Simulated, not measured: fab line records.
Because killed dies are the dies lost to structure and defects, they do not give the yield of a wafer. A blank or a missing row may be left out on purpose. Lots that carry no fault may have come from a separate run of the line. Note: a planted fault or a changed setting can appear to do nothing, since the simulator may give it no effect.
Code-filled problem report in 8D (eight disciplines) form / flow nand-harc / the parts of the form that need people (team, actions taken, sign-off) are left out

## 1. THE PROBLEM
killed-at-periphery at NHARC_END_SORT_01 reads a mean of 76 on 3 wafers of 3 lots; wafers without a fault read 4 with a standard deviation of 3.1. Measured from the usual mean, that is +23 standard deviations.
First observed at day 33 03:58: wafer L982.3, on prober-01. Wafers with a number at this step in the record: 15, from 5 lots. Rule for "out" (also "out of limits"): further than 4 standard deviations from the usual mean. The rest of the wafers with a number are treated as sound.

## 2. WHAT IT IS; WHAT IT IS NOT
question=which readings at this step | is=killed-at-periphery | is not=killed-at-array, killed-at-other, killed-open
question=which lots | is=L982, L984, L985 | is not=L968, L973
question=which wafers of those lots | is=L982.3, L984.4, L985.2 | is not=L982.2, L982.4, L984.5, L984.6, L985.4, L985.6
question=read on which gauges | is=prober-01, prober-02 | is not=-
question=when | is=from day 33 03:58 | is not=up to then (7 sound wafers); but 5 sound wafers of L982, L984, L985 came after

## 3. THE SUSPECTS, EACH WITH WHAT RULES IT OUT
Counting: any tool at a process step up to the reading remains a suspect provided it ran every lot that is out. Sound lots after the first of them don't rule it out here, since some wafers of a struck lot are sound.
- ruled out: the gauge at NHARC_END_SORT_01. 2 gauges (prober-01, prober-02) read the wafers that are out.
- rie-diel-02 at NHARC_P_M2_ETCH_15 (etches the open film in C4F8/Ar, target depth 182.5 nm, time 91.2 s): kept. It ran every lot that is out, first L982 (day 14 18:19).
- rie-diel-02, NHARC_P_M2_ETCH_15: wafers that are out in chamber 2, sound lot-mates in chambers 0, 1, 3.
Left after counting: rie-diel-02 at NHARC_P_M2_ETCH_15.

## 4. THE CAUSE (what the simulator had put in)
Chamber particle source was rie-diel-02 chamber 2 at NHARC_P_M2_ETCH_15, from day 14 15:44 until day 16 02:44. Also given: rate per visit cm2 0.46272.
This tool alone remained once counting was done.

## 5. THE CHAIN OF EFFECTS, in route order
Each row: a reading whose mean over the struck wafers that have a number lies more than 3 standard deviations from the usual. Readings are gone through only where the record gives a usual standard deviation; hours: the median, over the lots, of the time from a lot's start at the first step in this table giving one to that lot's start at this step; sigmas: the change measured in usual standard deviations.
hours=0; step=NHARC_END_SORT_01; reading=defect-limited-yield; usual=91.0 %; on struck wafers=79.3; change=-11.7; sigmas=-4.2
hours=0; step=NHARC_END_SORT_01; reading=killed-at-periphery; usual=4; on struck wafers=76; change=+72; sigmas=+23
hours=0; step=NHARC_END_SORT_01; reading=killed-dies; usual=61; on struck wafers=140; change=+79; sigmas=+4.2

## 6. HOW IT WOULD HAVE BEEN CAUGHT EARLIER
Counted from the fault's start at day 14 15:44, it took 444 hours until the first out-of-limits reading at a measuring or inspecting step in this record, taken at day 33 03:58.
Of the tool readings at NHARC_P_M2_ETCH_15 for which the record gives a usual standard deviation, none was out on any struck wafer, so an alarm limit of 4 standard deviations on them would not have fired.
By day 33 03:58, every lot that is out (3) had started NHARC_P_M2_ETCH_15 on rie-diel-02. Tool hold at that time: it would have spared none of them.
